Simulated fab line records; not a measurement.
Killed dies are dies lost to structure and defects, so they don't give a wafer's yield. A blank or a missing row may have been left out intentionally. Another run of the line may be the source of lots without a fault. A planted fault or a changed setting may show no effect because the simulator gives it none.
Struck lot and sound lot, side by side ; flow n5 finfet ; 43 out of 1938 route steps
Sound: these wafers, L214.2, L214.3, L214.4. Struck: wafer L220.2 (left out: L220.1, a lot-mate that was not struck); the cause follows at the end.
Per side, at each step with rows, come the tool, then ch with its chambers, and then its first start. Under that, the readings that differ: sound wafers ; struck wafers ; difference of the means ; sigmas: that difference in standard deviations of wafers without a fault.
alike: readings whose means differ by less than 2 such deviations, and words and numbers that are the same on both sides. not compared: withheld readings, readings that some wafer has no value for, bounds like >300 that may hide the same value, and numbers for which the record gives no deviation and whose values overlap.
The two part at a step that has a row with sigmas, a row that says differs or no value, or rows on one side only. When numbers do not overlap yet have no deviation, they are printed without sigmas and do not part them. A reading that every wafer of one side lacks parts them only if that side has two wafers or more.

N5_HKMG_FIN_INSPECT_61: inspects for defects (macro).
  sound: defect inspect-01 at day 4 04:19; struck: defect inspect-01 at day 5 10:33
  alike: raw defect count
N5_HKMG_FIN_DESCUM_53: chemistry O2, time 7.9 s.
  sound on rie diel-02 ch 0,1,3, day 4 04:21; struck on rie diel-06 ch 2, day 5 10:35
reading;sound;struck;difference;sigmas
rf hours counter h (h);97 181 214;238;+74;
  alike: drypump motor current A, oes product au, rf vpp V, showerhead plenum p Torr, throttle valve pct
then, 10 steps without rows for these wafers: N5_HKMG_FIN_ETCH_54 (etches SiARC in CF4, target depth 45.5 nm, time 75.8 s); N5_HKMG_FIN_ETCH_55 (etches SOC in N2/H2, target depth 240 nm, time 300 s); N5_HKMG_FIN_STRIP_56 (strips in N2/H2); N5_HKMG_FIN_STRIP_57 (strips in CF4); N5_HKMG_FIN_ETCH_58 (etches SOC in N2/H2, target depth 215.8 nm, time 741 s); N5_HKMG_FIN_STRIP_93 (strips SOC in N2/H2, time 20 s); N5_HKMG_FIN_WET_ETCH_76 (etches Al2O3 in dNH4OH, stops on La2O3, target depth 2.25 nm, rinse time 30 s); N5_HKMG_FIN_STRIP_60 (strips in N2/H2, time 360 s); N5_HKMG_FIN_WET_ETCH_77 (etches La2O3 in dHCl, stops on HfO2, target depth 2 nm); N5_HKMG_FIN_WET_ETCH_78 (etches Al2O3 in dNH4OH, stops on La2O3, target depth 4.5 nm, rinse time 30 s).
N5_HKMG_FIN_ALD_79: deposits TiN, target thk 1.5 nm, pulse time 1 s, purge time 3 s.
  sound on ald metal-03 ch 0,1,3, day 4 05:43; struck on ald metal-03 ch 1, day 5 11:57
reading;sound;struck;difference;sigmas
model.TiN_of_HKMG_FIN_ALD_79.thk nm (nm);1.4 1.4 1.4;0.8;-0.6;
  alike: heater power w, precursor pulse height rel
N5_HKMG_FIN_CVD_62: deposits a-Si from Si2H6, target thk 3 nm, time 20.8 s.
  sound on thermal cvd si-02 ch 1,2, day 4 06:04; struck on thermal cvd si-02 ch 0, day 5 12:19
reading;sound;struck;difference;sigmas
heater power w (W);1453 1219 1171;1533;+252;+2
then, 5 steps without rows for these wafers: N5_HKMG_FIN_RTA_80 (time 2 s); N5_HKMG_FIN_PRECLEAN_64 (cleans in dHF, time 30 s); N5_HKMG_FIN_WET_ETCH_65 (etches a-Si in TMAH, stops on TiN, time 49 s, target depth 3 nm); N5_HKMG_FIN_WET_ETCH_81 (etches TiN in SC1, stops on HfO2, time 57 s, target depth 6 nm); N5_HKMG_FIN_WET_ETCH_82 (etches La2O3 in dHCl, stops on HfO2, target depth 2 nm, rinse time 30 s).
N5_HKMG_FIN_ALD_36: deposits TiN, target thk 1 nm, pulse time 1 s, purge time 3 s.
  sound on ald metal-02 ch 0,1,3, day 4 06:29; struck on ald metal-03 ch 0, day 5 12:50
  alike: heater power w, precursor pulse height rel
N5_HKMG_FIN_PWFM_ALD_03: deposits TiN, target thk 2 nm, pulse time 1 s, purge time 3 s.
  sound on ald metal-01 ch 0,2,3, day 4 06:47; struck on ald metal-02 ch 0, day 5 13:10
reading;sound;struck;difference;sigmas
heater power w (W);930 1083 960;706;-285;-3
  alike: precursor pulse height rel
then, 8 steps without rows for these wafers: N5_HKMG_FIN_COAT_29 (time 60 s, resist thk 300 nm); N5_HKMG_FIN_COAT_30 (time 60 s, resist thk 35 nm); N5_HKMG_FIN_COAT_06 (resist thk 90 nm); N5_HKMG_FIN_EBR_08; N5_HKMG_FIN_SOFTBAKE_07 (time 60 s); N5_HKMG_FIN_EXPOSE_09 (exposes mask NWFM); N5_HKMG_FIN_PEB_10 (peb time 60 s); N5_HKMG_FIN_DEVELOP_11 (develop time 30 s).
N5_HKMG_FIN_CD_MEAS_12 targets a cd of 92.8 nm.
  sound on cd sem-01 ch 0, day 4 07:38; struck on cd sem-01 ch 0, day 5 14:00
  alike: cd nm
N5_HKMG_FIN_OVL_MEAS_13:
  sound on overlay-01 ch 0, day 4 07:40; struck on overlay-02 ch 0, day 5 14:02
  alike: NWFM_OVL
N5_HKMG_FIN_INSPECT_14: inspects for defects (macro).
  sound: defect inspect-02 at day 4 07:41; struck: defect inspect-01 at day 5 14:03
  alike: raw defect count
then, 1 step without rows for these wafers: N5_HKMG_FIN_DESCUM_17 (chemistry O2, time 7.9 s).
N5_HKMG_FIN_ETCH_31: etches SiARC in CF4, target depth 45.5 nm, time 75.8 s.
  sound on rie diel-06 ch 0,1,3, day 4 07:45; struck on rie diel-02 ch 3, day 5 14:07
reading;sound;struck;difference;sigmas
rf hours counter h (h);44 144 1;225;+162;
throttle valve pct (%);15.0 15.8 15.0;16.0;+0.7;+2
  alike: drypump motor current A, etch rf on time s, oes product au, rf vpp V, showerhead plenum p Torr
then, 7 steps without rows for these wafers: N5_HKMG_FIN_ETCH_32 (etches SOC in N2/H2, target depth 240 nm, time 300 s); N5_HKMG_FIN_STRIP_33 (strips in N2/H2); N5_HKMG_FIN_STRIP_34 (strips in CF4); N5_HKMG_FIN_ETCH_35 (etches SOC in N2/H2, target depth 215.8 nm, time 243.4 s); N5_HKMG_FIN_STRIP_92 (strips SOC in N2/H2, time 20 s); N5_HKMG_FIN_WET_ETCH_18 (etches TiN in SC1, time 55 s, target depth 5.2 nm, rinse time 30 s); N5_HKMG_FIN_STRIP_19 (strips in N2/H2, time 360 s).
-- record jumps: 4 days separate the struck wafers' starts on either side; left off in module HKMG_FIN, taken up again in module BEOL_M4, whose first shown step is the route's number 1111 --
N5_BEOL_M4_RC_MEAS_101:
  sound on prober-01 ch 0, day 8 10:47; struck on prober-01 ch 0, day 9 20:46
reading;sound;struck;difference;sigmas
DIBL_N (mV/V);33.2 31.7 34.6;28.7;-4.5;-2
DIBL_P (mV/V);33.3 33.4 33.1;27.4;-5.9;-2
VT_P (mV);-258 -257 -260;-268;-10;-2
VT_P_LVT (mV);-104 -105 -106;-115;-10;-2
  alike: IOFF_N, IOFF_P, ION_N, ION_P, SS_N, SS_P, VT_N
-- a jump in the record: the struck wafers' starts before and after are 5 days apart (it breaks off in module BEOL_M4 and resumes in module PASSIVATION, where the first step shown is number 1936 of the route) --
N5_PASSIVATION_PROBE_49:
  record: rows for the struck wafers here (prober-01, day 14 13:26), none for the sound ones

== WHERE THEY PART ==
Earliest at N5_HKMG_FIN_CVD_62; latest, in this record, at N5_PASSIVATION_PROBE_49.

WHY: what the simulator had put in
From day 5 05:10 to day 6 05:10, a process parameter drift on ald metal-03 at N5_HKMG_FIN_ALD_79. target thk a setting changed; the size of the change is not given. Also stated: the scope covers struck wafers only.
